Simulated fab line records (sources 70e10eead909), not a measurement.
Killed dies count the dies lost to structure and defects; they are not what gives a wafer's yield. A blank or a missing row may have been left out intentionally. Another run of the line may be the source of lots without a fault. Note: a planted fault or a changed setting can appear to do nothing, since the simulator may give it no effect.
Code-filled problem report in 8D (eight disciplines) form :: flow nand harc :: the parts of the form that need people (team, actions taken, sign-off) are left out

== 1. THE ISSUE ==
Wafers without a fault read 1001 nm, standard deviation 10; thk nm at NHARC_A_ONON_D2_THK_MEAS_05 reads a mean of 656 nm on 6 wafers belonging to 2 lots. Relative to the usual mean, that is a shift of -34 standard deviations.
The step: measures by ellipsometry.
First observed at day 17 00:32: wafer L835.1, on film metro-01. The record holds 33 wafers of 11 lots with a number at this step. Rule for "out", or "out of limits": more than 4 standard deviations from the usual mean. The other wafers with a number count as sound.

== 2. WHAT IT IS, WHAT IT ISN'T ==
question: which readings at this step
is: thk nm
is not: -

question: which lots
is: L835, L838
is not: L823, L824, L826, L831, L833, L842, L844, L845, L846

question: which wafers of those lots
is: all that have a number
is not: -

question: read on which gauges
is: film metro-01, film metro-02
is not: -

question: when
is: from day 17 00:32
is not: up to then (15 sound wafers); but 12 sound wafers of L842, L844, L845, L846 came after

== 3. THE SUSPECTS, EACH WITH WHAT RULES IT OUT ==
Counting: a tool at any process step up to the reading remains a suspect when it ran all the lots that are out and ran no sound lot after the first of those.
- the gauge at NHARC_A_ONON_D2_THK_MEAS_05: ruled out. Those wafers that are out were read across 2 gauges (film metro-01, film metro-02).
- har etch-01 at NHARC_A_CHANNEL_HOLE_D1_ETCH_20 (etches the open film in C4F8/O2/Ar, time 361.9 s, target depth 1600 nm): ruled out as a lasting fault. The sound lots L842, L844, L845 went through it after L835, its earliest lot that is out (day 13 06:23).
- har etch-01 at NHARC_A_CHANNEL_HOLE_D1_ETCH_22 (etches the open film in C4F8/O2/Ar, time 666.7 s, target depth 1600 nm): ruled out as a lasting fault. The sound lots L842, L844, L845 went through it after L835, its earliest lot that is out (day 13 07:11).
- har etch-01 at NHARC_A_CHANNEL_HOLE_D1_ETCH_33 (etches the open film in C4F8/O2/Ar, time 90 s, target depth 400 nm): ruled out as a lasting fault. The sound lots L842, L844, L845 went through it after L835, its earliest lot that is out (day 13 10:15).
- pecvd onon-01 at NHARC_A_ONON_D2_DEP_03 (target thk 1000 nm): kept. It processed each lot that is out, first L835 at day 17 00:01, and no sound lot thereafter; up to then, the last sound lot it processed was L833 at day 16 21:10.
The count leaves pecvd onon-01 at NHARC_A_ONON_D2_DEP_03.

== 4. THE CAUSE (what the simulator had put in) ==
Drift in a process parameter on pecvd onon-01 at NHARC_A_ONON_D2_DEP_03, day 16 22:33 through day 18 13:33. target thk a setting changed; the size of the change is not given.
Only this tool survived the counting.

== 5. SEQUENCE OF EFFECTS, ordered by route ==
One row per reading whose mean, taken over the struck wafers that have a number, lies over 3 standard deviations from the usual. Only readings whose record carries a usual standard deviation are examined. hours: median over the lots of the time between each lot's start at the first step of this table that gives one and its start at this step. sigmas: the change, counted in usual standard deviations.
hours: 0
step: NHARC_A_ONON_D2_THK_MEAS_05
reading: thk nm
usual: 1001 nm
on struck wafers: 656
change: -345
sigmas: -34

hours: 288
step: NHARC_END_SORT_01
reading: killed at array
usual: 54
on struck wafers: 673
change: +619
sigmas: +39

hours: 288
step: NHARC_END_SORT_01
reading: killed dies
usual: 58
on struck wafers: 677
change: +619
sigmas: +39

== 6. WHAT WOULD HAVE CAUGHT IT SOONER ==
In this record the first reading out of limits at a measuring or inspecting step was taken at day 17 00:32, 2 hours after the fault began at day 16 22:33.
Lots out: 2; of these, L838 started NHARC_A_ONON_D2_DEP_03 on pecvd onon-01 after day 17 00:32. Putting the tool on hold at that point would have spared it.
